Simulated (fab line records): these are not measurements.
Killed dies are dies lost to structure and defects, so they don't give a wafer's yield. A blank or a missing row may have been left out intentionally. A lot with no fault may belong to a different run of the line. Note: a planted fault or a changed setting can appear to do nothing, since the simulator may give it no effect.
Matching of chambers :: flow n5-finfet :: N5_BEOL_M14_DESCUM_33 on rie-diel-03 has 4 sister chambers
The step chemistry O2, time 7.9 s. 20 wafers are shown with their chamber, then 10 later ones without.

## WAFERS, EACH WITH ITS CHAMBER
wafer: L075.2
chamber: 0
showerhead-plenum-p-Torr (Torr): 2.24
drypump-motor-current-A (A): 5.7
throttle-valve-pct (%): 20.2

wafer: L075.4
chamber: 1
showerhead-plenum-p-Torr (Torr): 2.13
drypump-motor-current-A (A): 5.2
throttle-valve-pct (%): 20.1

wafer: L075.6
chamber: 2
showerhead-plenum-p-Torr (Torr): 2.00
drypump-motor-current-A (A): 5.3
throttle-valve-pct (%): 20.2

wafer: L078.1
chamber: 2
showerhead-plenum-p-Torr (Torr): 2.00
drypump-motor-current-A (A): 5.3
throttle-valve-pct (%): 20.2

wafer: L078.3
chamber: 1
showerhead-plenum-p-Torr (Torr): 2.13
drypump-motor-current-A (A): 5.2
throttle-valve-pct (%): 20.1

wafer: L078.4
chamber: 1
showerhead-plenum-p-Torr (Torr): 2.13
drypump-motor-current-A (A): 5.2
throttle-valve-pct (%): 20.1

wafer: L084.1
chamber: 1
showerhead-plenum-p-Torr (Torr): 2.13
drypump-motor-current-A (A): 5.2
throttle-valve-pct (%): 20.1

wafer: L084.4
chamber: 2
showerhead-plenum-p-Torr (Torr): 2.00
drypump-motor-current-A (A): 5.3
throttle-valve-pct (%): 20.2

wafer: L084.6
chamber: 2
showerhead-plenum-p-Torr (Torr): 2.00
drypump-motor-current-A (A): 5.3
throttle-valve-pct (%): 20.2

wafer: L082.3
chamber: 3
showerhead-plenum-p-Torr (Torr): 2.14
drypump-motor-current-A (A): 6.5
throttle-valve-pct (%): 20.1

wafer: L082.4
chamber: 1
showerhead-plenum-p-Torr (Torr): 2.13
drypump-motor-current-A (A): 5.2
throttle-valve-pct (%): 20.1

wafer: L082.6
chamber: 1
showerhead-plenum-p-Torr (Torr): 2.13
drypump-motor-current-A (A): 5.2
throttle-valve-pct (%): 20.1

wafer: L087.1
chamber: 0
showerhead-plenum-p-Torr (Torr): 2.24
drypump-motor-current-A (A): 5.6
throttle-valve-pct (%): 20.2

wafer: L087.2
chamber: 2
showerhead-plenum-p-Torr (Torr): 2.00
drypump-motor-current-A (A): 5.3
throttle-valve-pct (%): 20.2

wafer: L087.5
chamber: 1
showerhead-plenum-p-Torr (Torr): 2.13
drypump-motor-current-A (A): 5.1
throttle-valve-pct (%): 20.1

wafer: L085.2
chamber: 1
showerhead-plenum-p-Torr (Torr): 2.13
drypump-motor-current-A (A): 5.2
throttle-valve-pct (%): 20.1

wafer: L085.3
chamber: 0
showerhead-plenum-p-Torr (Torr): 2.24
drypump-motor-current-A (A): 5.7
throttle-valve-pct (%): 20.2

wafer: L085.4
chamber: 2
showerhead-plenum-p-Torr (Torr): 2.00
drypump-motor-current-A (A): 5.3
throttle-valve-pct (%): 20.2

wafer: L088.1
chamber: 0
showerhead-plenum-p-Torr (Torr): 2.23
drypump-motor-current-A (A): 5.6
throttle-valve-pct (%): 20.3

wafer: L088.3
chamber: 3
showerhead-plenum-p-Torr (Torr): 2.14
drypump-motor-current-A (A): 6.5
throttle-valve-pct (%): 20.1

SIGNATURES (averages over the wafers above)
reading: showerhead-plenum-p-Torr
chamber 0: 2.2375
chamber 1: 2.1300
chamber 2: 2.0000
chamber 3: 2.1400
scatter within a chamber: 0.00217

reading: drypump-motor-current-A
chamber 0: 5.650
chamber 1: 5.188
chamber 2: 5.300
chamber 3: 6.500
scatter within a chamber: 0.0342

reading: throttle-valve-pct
chamber 0: 20.225
chamber 1: 20.100
chamber 2: 20.200
chamber 3: 20.100
scatter within a chamber: 0.0217
Rule: a wafer lies at a distance from a chamber equal to the root of the sum of squares, over the readings, of (its reading less the chamber's mean, divided by the reading's scatter). The wafer belongs to the nearest chamber; if the next one is less than 2 further off, it can't be placed. The scatter: take each reading less its chamber's mean, square it, sum over the shown wafers, divide by the number of wafers less the number of chambers, and take the root.

## WAFERS MISSING THEIR CHAMBER
wafer: L088.6
showerhead-plenum-p-Torr (Torr): 2.23
drypump-motor-current-A (A): 5.7
throttle-valve-pct (%): 20.2

wafer: L094.1
showerhead-plenum-p-Torr (Torr): 2.13
drypump-motor-current-A (A): 6.5
throttle-valve-pct (%): 20.1

wafer: L094.2
showerhead-plenum-p-Torr (Torr): 2.12
drypump-motor-current-A (A): 5.2
throttle-valve-pct (%): 20.1

wafer: L094.5
showerhead-plenum-p-Torr (Torr): 2.12
drypump-motor-current-A (A): 5.2
throttle-valve-pct (%): 20.1

wafer: L096.2
showerhead-plenum-p-Torr (Torr): 2.13
drypump-motor-current-A (A): 6.5
throttle-valve-pct (%): 20.1

wafer: L096.4
showerhead-plenum-p-Torr (Torr): 1.99
drypump-motor-current-A (A): 5.3
throttle-valve-pct (%): 20.3

wafer: L096.5
showerhead-plenum-p-Torr (Torr): 2.13
drypump-motor-current-A (A): 6.5
throttle-valve-pct (%): 20.1

wafer: L097.2
showerhead-plenum-p-Torr (Torr): 2.23
drypump-motor-current-A (A): 5.7
throttle-valve-pct (%): 20.3

wafer: L097.3
showerhead-plenum-p-Torr (Torr): 1.99
drypump-motor-current-A (A): 5.3
throttle-valve-pct (%): 20.3

wafer: L097.6
showerhead-plenum-p-Torr (Torr): 1.99
drypump-motor-current-A (A): 5.3
throttle-valve-pct (%): 20.3

## WHICH CHAMBER EACH WENT THROUGH
wafer: L088.6
from the rows above: 0
in truth: 0

wafer: L094.1
from the rows above: 3
in truth: 3

wafer: L094.2
from the rows above: 1
in truth: 1

wafer: L094.5
from the rows above: 1
in truth: 1

wafer: L096.2
from the rows above: 3
in truth: 3

wafer: L096.4
from the rows above: 2
in truth: 2

wafer: L096.5
from the rows above: 3
in truth: 3

wafer: L097.2
from the rows above: 0
in truth: 0

wafer: L097.3
from the rows above: 2
in truth: 2

wafer: L097.6
from the rows above: 2
in truth: 2
Placed correctly: 10 of 10. Number that these rows cannot place: 0. Placed wrongly: 0.
